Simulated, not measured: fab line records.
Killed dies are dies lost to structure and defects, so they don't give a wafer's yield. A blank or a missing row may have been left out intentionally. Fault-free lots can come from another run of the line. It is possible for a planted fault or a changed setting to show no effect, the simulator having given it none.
A struck lot beside a sound one / flow nand harc / 35 steps out of a route of 1302
Sound: these wafers, L560.1, L560.2, L560.3. Struck: wafer L553.6. The cause is given at the end.
Per side, at each step with rows, come the tool, then ch with its chambers, and then its first start. Under that, the readings that differ: sound wafers / struck wafers / difference of the means / sigmas: that difference in standard deviations of wafers without a fault.
alike: a reading whose means differ by less than 2 such deviations, as well as words and numbers matching on both sides. not compared: withheld readings; readings where some wafer has no value; bounds like >300 that might hide an equal value; numbers whose values overlap and for which the record gives no deviation.
Wherever a step has rows on one side only, a row that says differs or no value, or a row with sigmas, the two part there. Numbers that don't overlap but have no deviation are shown without sigmas and don't part them. A reading missing from all wafers of one side parts the sides only when that side holds two or more wafers.

first, 6 steps without rows for these wafers: NHARC_A_CHANNEL_HOLE_D1_COAT_04 (resist thk 90 nm); NHARC_A_CHANNEL_HOLE_D1_SOFTBAKE_05 (time 55 s); NHARC_A_CHANNEL_HOLE_D1_EBR_06; NHARC_A_CHANNEL_HOLE_D1_EXPOSE_07 (exposes mask HOLE D1, target cd 100 nm); NHARC_A_CHANNEL_HOLE_D1_PEB_08 (peb time 65 s); NHARC_A_CHANNEL_HOLE_D1_DEVELOP_09 (develop time 35 s).
NHARC_A_CHANNEL_HOLE_D1_CD_MEAS_10: the cd target is 100 nm.
  sound on cd sem-03 ch 0, day 16 05:32; struck on cd sem-03 ch 0, day 13 11:47
  alike: cd nm
NHARC_A_CHANNEL_HOLE_D1_OVL_MEAS_11:
  sound: overlay-02 at day 16 05:37; struck: overlay-02 at day 13 11:52
  alike: overlay x nm, overlay y nm
NHARC_A_CHANNEL_HOLE_D1_INSPECT_12:
  sound: defect inspect-02 at day 16 05:40; struck: defect inspect-01 at day 13 11:54
  alike: raw defect count
then, 3 steps without rows for these wafers: NHARC_A_CHANNEL_HOLE_D1_DESCUM_15 (chemistry O2, time 3 s); NHARC_A_CHANNEL_HOLE_D1_ETCH_38 (etches the open film in CF4, target depth 39 nm, time 65 s); NHARC_A_CHANNEL_HOLE_D1_ETCH_39 (etches the open film in N2/H2, target depth 260 nm, time 325 s).
NHARC_A_CHANNEL_HOLE_D1_ETCH_34: etches the open film in CF4/CHF3, target depth 154 nm, time 77 s.
  sound on rie diel-09 ch 0,1,3, day 16 06:10; struck on rie diel-08 ch 0, day 13 12:25
  alike: drypump motor current A, oes product au, rf vpp V, showerhead plenum p Torr, throttle valve pct
  not compared: rf hours counter h
NHARC_A_CHANNEL_HOLE_D1_ETCH_16: etches the open film in O2/COS, target depth 3100 nm, time 806 s.
  sound: rie diel-09 ch 1,2,3; struck: rie diel-08 ch 3
  alike: drypump motor current A, oes product au, rf vpp V, showerhead plenum p Torr, throttle valve pct
  not compared: rf hours counter h
NHARC_A_CHANNEL_HOLE_D1_CD_MEAS_18:
  sound: cd sem-03 at day 16 06:50; struck: cd sem-03 at day 13 13:05
  alike: cd nm
then, 3 steps without rows for these wafers: NHARC_A_CHANNEL_HOLE_D1_ETCH_19 (etches the open film in C4F8/O2/Ar, time 34.5 s); NHARC_A_CHANNEL_HOLE_D1_ETCH_20 (etches the open film in C4F8/O2/Ar, time 361.9 s, target depth 1600 nm); NHARC_A_CHANNEL_HOLE_D1_ETCH_21 (etches the open film in C4F8/O2/Ar, time 514.3 s, target depth 1600 nm).
NHARC_A_CHANNEL_HOLE_D1_ETCH_22: etches the open film in C4F8/O2/Ar, time 666.7 s, target depth 1600 nm.
  sound on har etch-01 ch 0,1, day 16 07:47; struck on har etch-01 ch 0, day 13 14:23
  alike: drypump motor current A, showerhead plenum p Torr, temp c, throttle valve pct
  not compared: rf hours counter h
then, 2 steps without rows for these wafers: NHARC_A_CHANNEL_HOLE_D1_ETCH_23 (etches the open film in C4F8/O2/Ar, time 819 s, target depth 1600 nm); NHARC_A_CHANNEL_HOLE_D1_ETCH_24 (etches the open film in C4F8/O2/Ar, time 906.2 s, target depth 1500 nm).
NHARC_A_CHANNEL_HOLE_D1_ETCH_25: etches the open film in C4F8/O2/Ar, time 1040.2 s, target depth 1500 nm.
  sound on har etch-01 ch 0,1, day 16 09:48; struck on har etch-01 ch 0, day 13 16:37
  alike: drypump motor current A, showerhead plenum p Torr, temp c, throttle valve pct
  not compared: rf hours counter h
then, 1 step without rows for these wafers: NHARC_A_CHANNEL_HOLE_D1_ETCH_26 (etches the open film in C4F8/O2/Ar, time 224.1 s, target depth 300 nm).
NHARC_A_CHANNEL_HOLE_D1_ETCH_33: etches the open film in C4F8/O2/Ar, time 90 s, target depth 400 nm.
  sound on har etch-01 ch 0,1, day 16 10:53; struck on har etch-01 ch 0, day 13 17:14
  alike: drypump motor current A, showerhead plenum p Torr, temp c, throttle valve pct
  not compared: rf hours counter h
then, 7 steps without rows for these wafers: NHARC_A_CHANNEL_HOLE_D1_STRIP_41 (strips in N2/H2); NHARC_A_CHANNEL_HOLE_D1_STRIP_42 (strips in CF4/CHF3); NHARC_A_CHANNEL_HOLE_D1_STRIP_43 (strips in O2/COS); NHARC_A_CHANNEL_HOLE_D1_ETCH_44 (etches the open film in CF4/O2, target depth 140 nm, overetch 14 nm, time 77 s); NHARC_A_CHANNEL_HOLE_D1_STRIP_27 (strips in O2); NHARC_A_CHANNEL_HOLE_D1_PRECLEAN_28 (cleans in SC1); NHARC_A_CHANNEL_HOLE_D1_SRD_29.
NHARC_A_CHANNEL_HOLE_D1_CD_MEAS_30:
  sound: cd sem-01 at day 16 13:13; struck: cd sem-02 at day 13 18:40
  alike: cd nm
NHARC_A_CHANNEL_HOLE_D1_XSEM_31:
  sound on xsem-02 ch 0, day 16 13:18; struck on xsem-01 ch 0, day 13 18:46
reading=bot cd nm (nm); sound=73.0 73.4 72.7; struck=76.1; difference=+3.1; sigmas=+2
reading=tilt deg (degrees); sound=0.144 0.146 0.143; struck=0.060; difference=-0.084; sigmas=-3
  alike: bow nm
NHARC_A_CHANNEL_HOLE_D1_INSPECT_40:
  sound: defect inspect-01 at day 16 13:24; struck: defect inspect-02 at day 13 19:01
reading=raw defect count; sound=53 93 57; struck=452; difference=+384; sigmas=+17
  not compared: hold
-- record jumps: 16 days between struck wafers' starts before vs after; left off in module A_CHANNEL_HOLE_D1, resumes in module END, first step shown is number 1302 of the route --
NHARC_END_SORT_01:
  only the struck wafers appear in the record here, on prober-01 ch 0 at day 29 22:40; the sound ones have no rows

## WHERE THEY PART
Last at NHARC_END_SORT_01 as far as this record goes, first at NHARC_A_CHANNEL_HOLE_D1_XSEM_31.

WHY: whatever the simulator had introduced
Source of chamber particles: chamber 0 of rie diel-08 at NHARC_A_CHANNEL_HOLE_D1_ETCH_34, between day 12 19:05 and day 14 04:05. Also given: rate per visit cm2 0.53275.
